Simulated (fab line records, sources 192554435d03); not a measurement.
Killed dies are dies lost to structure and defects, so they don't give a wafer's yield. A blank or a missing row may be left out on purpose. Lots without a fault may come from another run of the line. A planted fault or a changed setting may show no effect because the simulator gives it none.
A struck lot beside a sound one | flow n5_finfet | 19 steps out of a route of 1938
Sound: wafers L260.1, L260.3, L260.5. Struck: wafers L264.1, L264.3, L264.6. The cause comes at the end.
At each step with rows: each side's tool, then ch and its chambers, then its first start. Under that, the readings that differ: sound wafers | struck wafers | difference of the means | sigmas: that difference in standard deviations of wafers without a fault.
alike: readings whose means differ by less than 2 such deviations, and words and numbers that are the same on both sides. not compared: withheld readings, readings that some wafer has no value for, bounds like >300 that may hide the same value, and numbers for which the record gives no deviation and whose values overlap.
The two part at a step that has a row with sigmas, a row that says differs or no value, or rows on one side only. Numbers that don't overlap but have no deviation are shown without sigmas and don't part them. A reading that every wafer of one side lacks parts them only if that side has two wafers or more.

first, 1 step without rows for these wafers: N5_BEOL_M15_DESCUM_33 (chemistry O2, time 7.9 s).
N5_BEOL_M15_ETCH_61: etches BARC in N2/H2, target depth 89 nm, overetch 26.7 nm, time 67.9 s.
  sound on rie_diel-05 ch 1,2, day 14 10:17; struck on rie_diel-01 ch 0,2,3, day 16 11:21
  alike: drypump_motor_current_A, oes_product_au, rf_vpp_V, showerhead_plenum_p_Torr, throttle_valve_pct
  not compared: rf_hours_counter_h
N5_BEOL_M15_TRENCH_ETCH_34: etches SiO2 in C4F8/O2/Ar, target depth 872.93 nm, time 199 s.
  sound on rie_diel-05 ch 1,2, day 14 10:21; struck on rie_diel-01 ch 0,2,3, day 16 11:24
  alike: O2_flow_sccm, drypump_motor_current_A, oes_f_703_au, oes_product_au, rf_vpp_V, showerhead_plenum_p_Torr, throttle_valve_pct
  not compared: rf_hours_counter_h
N5_BEOL_M15_STRIP_36: strips in O2.
  sound on rie_diel-05 ch 0,1,3, day 15 01:37; struck on rie_diel-01 ch 1,2,3, day 16 12:19
  alike: drypump_motor_current_A, oes_product_au, rf_vpp_V, showerhead_plenum_p_Torr, throttle_valve_pct
  not compared: rf_hours_counter_h
then, 1 step without rows for these wafers: N5_BEOL_M15_STRIP_62 (strips in O2).
N5_BEOL_M15_STRIP_37: strips in O2.
  sound on rie_diel-05 ch 0,1,3; struck on rie_diel-01 ch 1,2,3
  alike: drypump_motor_current_A, oes_product_au, rf_vpp_V, showerhead_plenum_p_Torr, throttle_valve_pct
  not compared: rf_hours_counter_h
N5_BEOL_M15_ETCH_38: etches SiCN in CF4/N2, target depth 106.4 nm, time 120.5 s.
  sound on rie_diel-05 ch 0,1,3; struck on rie_diel-01 ch 1,2,3
  alike: drypump_motor_current_A, oes_product_au, rf_vpp_V, showerhead_plenum_p_Torr, throttle_valve_pct
  not compared: rf_hours_counter_h
then, 4 steps without rows for these wafers: N5_BEOL_M15_PRECLEAN_39 (cleans in residue remover, time 60 s); N5_BEOL_M15_SRD_40 (time 30 s, dry time 30 s); N5_BEOL_M15_DEGAS_41 (time 60 s); N5_BEOL_M15_PRE_CLEAN_42 (time 30 s).
N5_BEOL_M15_SPUTTER_43: material TaN, target thk 15 nm, time 24.19 s.
  sound on pvd_sputter-03, day 15 02:17; struck on pvd_sputter-01, day 16 13:13
  reading                                      | sound        | struck   | difference | sigmas
  model.TaN_of_BEOL_M15_SPUTTER_43.thk_nm (nm) | 15.2 15 15.2 | 29 29 29 | +14        |
  alike: throttle_valve_pct
then, 4 steps without rows for these wafers: N5_BEOL_M15_SPUTTER_44 (material Ta, target thk 15 nm, time 24.19 s); N5_BEOL_M15_SPUTTER_45 (material Cu, target thk 100 nm, time 16.67 s); N5_BEOL_M15_ECD_47 (material Cu, target thk 1860 nm); N5_BEOL_M15_ANNEAL_48 (time 90 s).
N5_BEOL_M15_CMP_49: polishes, stops on SiO2, t overpolish 4.9 s, target thk 850 nm.
  sound on cmp-02 ch 0,1,3, day 15 03:11; struck on cmp-01 ch 0,1,3, day 16 14:04
  reading                      | sound             | struck            | difference | sigmas
  barrier_field_endpoint_s (s) | 11.22 10.87 11.12 | 16.90 16.81 16.75 | +5.75      | +22
  alike: motor_current_A
N5_BEOL_M15_THK_MEAS_50: measures by xrf.
  sound on film_metro-01, day 15 03:24; struck on film_metro-02, day 16 14:19
  alike: M15_THK
then, 1 step without rows for these wafers: N5_PASSIVATION_PROBE_49.

WHERE THEY PART
Only at N5_BEOL_M15_CMP_49, within this record. Later steps at which nothing parts them and some readings are alike: N5_BEOL_M15_THK_MEAS_50.

WHY: what the simulator had put in
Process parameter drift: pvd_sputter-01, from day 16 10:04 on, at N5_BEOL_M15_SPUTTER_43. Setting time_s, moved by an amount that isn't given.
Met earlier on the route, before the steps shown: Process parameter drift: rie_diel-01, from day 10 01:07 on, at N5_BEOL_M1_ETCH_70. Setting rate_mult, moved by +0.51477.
